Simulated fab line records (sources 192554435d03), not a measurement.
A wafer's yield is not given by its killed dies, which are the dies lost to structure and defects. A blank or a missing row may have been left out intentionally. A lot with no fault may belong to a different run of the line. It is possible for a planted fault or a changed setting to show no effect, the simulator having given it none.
Problem report, 8D (eight disciplines) form, completed by code + flow n5 finfet + the parts of the form that need people (team, actions taken, sign-off) are left out

1. WHAT IS WRONG
At N5_FIN_SAQP_CD_MEAS_31, cd nm averages 3.25 nm over 3 wafers from 3 lots, while fault-free wafers read 8.15 nm, standard deviation 0.21. Measured from the usual mean, that is -23 standard deviations.
The step: target cd 8 nm.
Seen first at day 5 03:19 on cd sem-01, wafer L692.6. Wafers with a number at this step in the record: 37, from 15 lots. By rule, "out" or "out of limits" means more than 4 standard deviations away from the usual mean. All remaining wafers that have a number are taken as sound.

2. WHAT IT IS, AND WHAT IT ISN'T
| question                    | is                              | is not                                                                                       |
|-----------------------------|---------------------------------|----------------------------------------------------------------------------------------------|
| which readings at this step | cd nm                           | -                                                                                            |
| which lots                  | L692, L693, L697                | L680, L681, L682, L683, L684, L685, L686, L687, L689, L700, L702, L703                       |
| which wafers of those lots  | L692.6, L693.1, L697.1          | L692.5, L693.2, L697.5                                                                       |
| read on which gauges        | cd sem-01, cd sem-02, cd sem-03 | -                                                                                            |
| when                        | from day 5 03:19                | up to then (24 sound wafers); but 10 sound wafers of L693, L697, L700, L702, L703 came after |

3. SUSPECTS, AND WHAT RULES EACH OUT
Counting: any tool at a process step up to the reading remains a suspect provided it ran every lot that is out. Sound lots after the first of them don't rule it out here, since some wafers of a struck lot are sound.
- ruled out: the gauge at N5_FIN_SAQP_CD_MEAS_31. Those wafers that are out were read across 3 gauges (cd sem-01, cd sem-02, cd sem-03).
- ald sin-02 at N5_FIN_SAQP_SPACER2_ALD_28 (deposits SiO2, target thk 8.1 nm, pulse time 1 s, purge time 2 s): kept. It ran every lot that is out, first L692 (day 5 02:49); its last sound lot up to then is L689 (day 4 08:10).
Left after counting: ald sin-02 at N5_FIN_SAQP_SPACER2_ALD_28.

4. THE CAUSE (what the simulator had put in)
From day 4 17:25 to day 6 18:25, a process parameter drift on ald sin-02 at N5_FIN_SAQP_SPACER2_ALD_28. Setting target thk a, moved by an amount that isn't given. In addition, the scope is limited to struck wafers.
The count eliminated every tool but this one.

5. THE CHAIN OF EFFECTS, in route order
Each row: a reading whose mean over the struck wafers that have a number lies more than 3 standard deviations from the usual. Scope: only readings with a usual standard deviation given in the record; hours: median across lots of the time from each lot's start at the first step in this table that gives one to its start at this step; sigmas: change in usual standard deviations.
| hours | step                         | reading | usual   | on struck wafers | change | sigmas |
|-------|------------------------------|---------|---------|------------------|--------|--------|
| 0     | N5_FIN_SAQP_CD_MEAS_31       | cd nm   | 8.15 nm | 3.25             | -4.90  | -23    |
| 0     | N5_FIN_SAQP_CD_MEAS_37       | cd nm   | 8.26 nm | 3.43             | -4.83  | -17    |
| 12    | N5_STI_FIN_REVEAL_CD_MEAS_22 | cd nm   | 6.4 nm  | 1.5              | -4.9   | -14    |

6. WHAT WOULD HAVE CAUGHT IT SOONER
The first out-of-limits reading at a measuring or inspecting step in this record came at day 5 03:19, 10 hours after the fault's start at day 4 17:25.
Of the tool readings at N5_FIN_SAQP_SPACER2_ALD_28 for which the record gives a usual standard deviation, none was out on any struck wafer, so an alarm limit of 4 standard deviations on them would not have fired.
Of the lots that are out (3), L693, L697 began N5_FIN_SAQP_SPACER2_ALD_28 on ald sin-02 after day 5 03:19. A hold on the tool at that time would have spared those 2.
